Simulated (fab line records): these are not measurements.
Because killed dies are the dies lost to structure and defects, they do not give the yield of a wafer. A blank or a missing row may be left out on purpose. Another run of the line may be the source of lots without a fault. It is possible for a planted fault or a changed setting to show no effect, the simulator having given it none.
A struck lot beside a sound one || flow nand-harc || 15 out of 1159 route steps
Sound: wafers L384.1, L384.2, L384.3. Wafers L381.3, L381.5, L381.6 were the ones struck. At the end, the cause is stated.
Order at every step that has rows: each side's tool, ch and its chambers, its first start. Under that, the readings that differ: sound wafers || struck wafers || difference of the means || sigmas: that difference in standard deviations of wafers without a fault.
alike: readings whose means differ by less than 2 such deviations, and words and numbers that are the same on both sides. not compared: withheld readings, readings that some wafer has no value for, bounds like >300 that may hide the same value, and numbers for which the record gives no deviation and whose values overlap.
A row with sigmas, a row that says differs or no value, or rows on one side alone: a step with any of these is where the two part. Numbers that have no deviation but don't overlap get no sigmas and don't part them. A reading missing from all wafers of one side parts the sides only when that side holds two or more wafers.

NHARC_A_CHANNEL_FILL_D1_ALD_02: deposits SiO2, target thk 6 nm, pulse time 10 s, ald cycles 60.
  sound on ald-hk-01 ch 0,1,2, day 12 22:04; struck on ald-hk-02 ch 1,2,3, day 12 09:43
  alike: heater-power-w, precursor-pulse-height-rel
  not compared: since-wet-clean-h
then, 1 step without rows for these wafers: NHARC_A_CHANNEL_FILL_D1_ALD_03 (deposits SiNx, target thk 6 nm, pulse time 60 s, ald cycles 58).
NHARC_A_CHANNEL_FILL_D1_ALD_14: deposits SiO2, target thk 2.5 nm, pulse time 10 s, ald cycles 25.
  sound on ald-hk-04 ch 0,1,3, day 13 05:06; struck on ald-hk-01 ch 1,2,3, day 12 17:16
  alike: heater-power-w, precursor-pulse-height-rel
  not compared: since-wet-clean-h
then, 1 step without rows for these wafers: NHARC_A_CHANNEL_FILL_D1_ALD_15 (deposits SiNx, target thk 2 nm, pulse time 60 s, ald cycles 19).
NHARC_A_CHANNEL_FILL_D1_ALD_16: deposits SiO2, target thk 1.5 nm, pulse time 10 s, ald cycles 15.
  sound on ald-hk-02 ch 1,2,3, day 13 10:16; struck on ald-hk-04 ch 0,1,2, day 12 22:11
  alike: heater-power-w, precursor-pulse-height-rel
  not compared: since-wet-clean-h
then, 2 steps without rows for these wafers: NHARC_A_CHANNEL_FILL_D1_ANNEAL_17 (time 1800 s); NHARC_A_CHANNEL_FILL_D1_CVD_18 (deposits poly-Si, target thk 3 nm).
NHARC_A_CHANNEL_FILL_D1_ETCHBACK_19: etches the open film in HBr/Cl2, target depth 5 nm, time 1.7 s.
  sound on rie-si-03 ch 1,2,3, day 13 22:20; struck on rie-si-06 ch 0,1,3, day 13 10:00
  alike: drypump-motor-current-A, hbr-flow-sccm, he-backside-leak-sccm, oes-product-au, throttle-valve-pct
  not compared: rf-hours-counter-h
then, 1 step without rows for these wafers: NHARC_A_CHANNEL_FILL_D1_ETCHBACK_20 (etches the open film in C4F8/O2/Ar, target depth 27 nm, time 13.5 s).
NHARC_A_CHANNEL_FILL_D1_STRIP_28: strips in O2, time 20 s.
  sound on rie-diel-03 ch 0,2,3, day 13 22:34; struck on rie-diel-12 ch 0,1,2, day 13 10:12
  alike: drypump-motor-current-A, oes-product-au, rf-vpp-V, showerhead-plenum-p-Torr, throttle-valve-pct
  not compared: rf-hours-counter-h
then, 2 steps without rows for these wafers: NHARC_A_CHANNEL_FILL_D1_PRECLEAN_21 (cleans in dHF, time 30 s); NHARC_A_CHANNEL_FILL_D1_SRD_23.
NHARC_A_CHANNEL_FILL_D1_CVD_05: deposits poly-Si, target thk 5 nm.
  sound on lpcvd-poly-01 ch 0, day 14 01:07; struck on lpcvd-poly-01, day 13 12:44
  no value came back on the struck wafers for spike-tc-bottom-C (C), spike-tc-centre-C (C), zone-power-centre-pct (%); on the sound wafers spike-tc-bottom-C (C) reads 568.5 567.5 570.0
then, 1 step without rows for these wafers: NHARC_A_CHANNEL_FILL_D1_ANNEAL_22 (time 7200 s).
-- record jumps: 10 days between struck wafers' starts before vs after; left off in module A_CHANNEL_FILL_D1, resumes in module END, first step shown is number 1159 of the route --
NHARC_END_SORT_01:
  at this point the record logs the struck wafers (prober-02 ch 0, day 23 23:07) and has no rows for the sound ones

== WHERE THEY PART ==
Last at NHARC_END_SORT_01 as far as this record goes, first at NHARC_A_CHANNEL_FILL_D1_CVD_05.

WHY: what the simulator had put in
At NHARC_A_CHANNEL_FILL_D1_CVD_05, the step was skipped entirely on lpcvd-poly-01 from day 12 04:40 on. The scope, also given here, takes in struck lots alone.
